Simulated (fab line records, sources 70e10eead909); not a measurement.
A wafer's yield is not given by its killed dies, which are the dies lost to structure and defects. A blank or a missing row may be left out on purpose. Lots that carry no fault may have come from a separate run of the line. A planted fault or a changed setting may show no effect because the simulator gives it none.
Chamber matching | flow nand_harc | 4 sister chambers for NHARC_A_M1_ETCH_35 on rie_diel-13
The step etches the open film in N2/H2, target depth 40 nm, overetch 12 nm, time 43.94 s. 27 wafers are shown with their chamber, then 12 later ones without.

== WAFERS WITH THEIR CHAMBER ==
wafer  | chamber | showerhead_plenum_p_Torr (Torr) | drypump_motor_current_A (A) | rf_vpp_V (V)
L077.4 | 0       | 1.92                            | 6.6                         | 426.8
L077.5 | 3       | 2.11                            | 6.0                         | 432.6
L077.6 | 0       | 1.92                            | 6.6                         | 427.8
L074.1 | 1       | 2.11                            | 5.5                         | 432.0
L074.4 | 0       | 1.92                            | 6.6                         | 426.9
L074.6 | 1       | 2.11                            | 5.5                         | 431.7
L076.1 | 2       | 1.93                            | 5.3                         | 427.0
L076.2 | 3       | 2.10                            | 5.9                         | 431.4
L076.5 | 1       | 2.11                            | 5.5                         | 432.2
L078.3 | 0       | 1.92                            | 6.6                         | 427.6
L078.5 | 1       | 2.11                            | 5.5                         | 432.4
L078.6 | 0       | 1.92                            | 6.6                         | 427.2
L081.2 | 3       | 2.11                            | 5.9                         | 430.7
L081.5 | 3       | 2.11                            | 5.9                         | 432.6
L081.6 | 0       | 1.92                            | 6.6                         | 428.5
L080.4 | 3       | 2.11                            | 5.9                         | 433.1
L080.5 | 1       | 2.11                            | 5.5                         | 431.5
L080.6 | 0       | 1.92                            | 6.7                         | 426.5
L083.1 | 1       | 2.11                            | 5.5                         | 431.7
L083.2 | 3       | 2.10                            | 5.9                         | 432.6
L083.3 | 0       | 1.92                            | 6.6                         | 428.2
L084.2 | 2       | 1.93                            | 5.4                         | 427.4
L084.3 | 1       | 2.10                            | 5.5                         | 432.0
L084.6 | 2       | 1.93                            | 5.4                         | 427.9
L085.1 | 0       | 1.92                            | 6.6                         | 427.6
L085.3 | 1       | 2.10                            | 5.5                         | 433.5
L085.4 | 3       | 2.10                            | 5.9                         | 434.0

SIGNATURES (averages over the wafers above)
reading                  | chamber 0 | chamber 1 | chamber 2 | chamber 3 | scatter within a chamber
showerhead_plenum_p_Torr | 1.9200    | 2.1075    | 1.9300    | 2.1057    | 0.00374
drypump_motor_current_A  | 6.611     | 5.500     | 5.367     | 5.914     | 0.0324
rf_vpp_V                 | 427.456   | 432.125   | 427.433   | 432.429   | 0.773
Rule: a wafer's distance from a chamber is the root of the sum, over the readings, of the square of ((its reading less the chamber's mean) divided by the reading's scatter). The wafer belongs to the nearest chamber; if the next one is less than 2 further off, it can't be placed. The scatter: the root of (the sum of the squares of (reading less its chamber's mean) over the shown wafers, divided by (wafers less chambers)).

== WAFERS WITHOUT THEIR CHAMBER ==
wafer  | showerhead_plenum_p_Torr (Torr) | drypump_motor_current_A (A) | rf_vpp_V (V)
L086.1 | 1.92                            | 6.6                         | 428.3
L086.2 | 2.10                            | 5.9                         | 432.2
L086.5 | 2.11                            | 5.5                         | 431.8
L092.1 | 2.10                            | 5.5                         | 432.9
L092.3 | 1.93                            | 5.4                         | 428.2
L092.4 | 2.10                            | 5.9                         | 432.8
L091.1 | 2.11                            | 5.5                         | 432.5
L091.2 | 2.10                            | 5.9                         | 434.1
L091.3 | 1.93                            | 5.4                         | 428.2
L094.1 | 1.93                            | 5.4                         | 427.6
L094.2 | 2.10                            | 5.9                         | 431.5
L094.5 | 2.10                            | 6.0                         | 432.7

== CHAMBER TAKEN BY EACH ==
wafer  | from the rows above | in truth
L086.1 | 0                   | 0
L086.2 | 3                   | 3
L086.5 | 1                   | 1
L092.1 | 1                   | 1
L092.3 | 2                   | 2
L092.4 | 3                   | 3
L091.1 | 1                   | 1
L091.2 | 3                   | 3
L091.3 | 2                   | 2
L094.1 | 2                   | 2
L094.2 | 3                   | 3
L094.5 | 3                   | 3
Correct placement for 12 of the 12. Left unplaced by these rows: 0. Wrongly placed: 0.
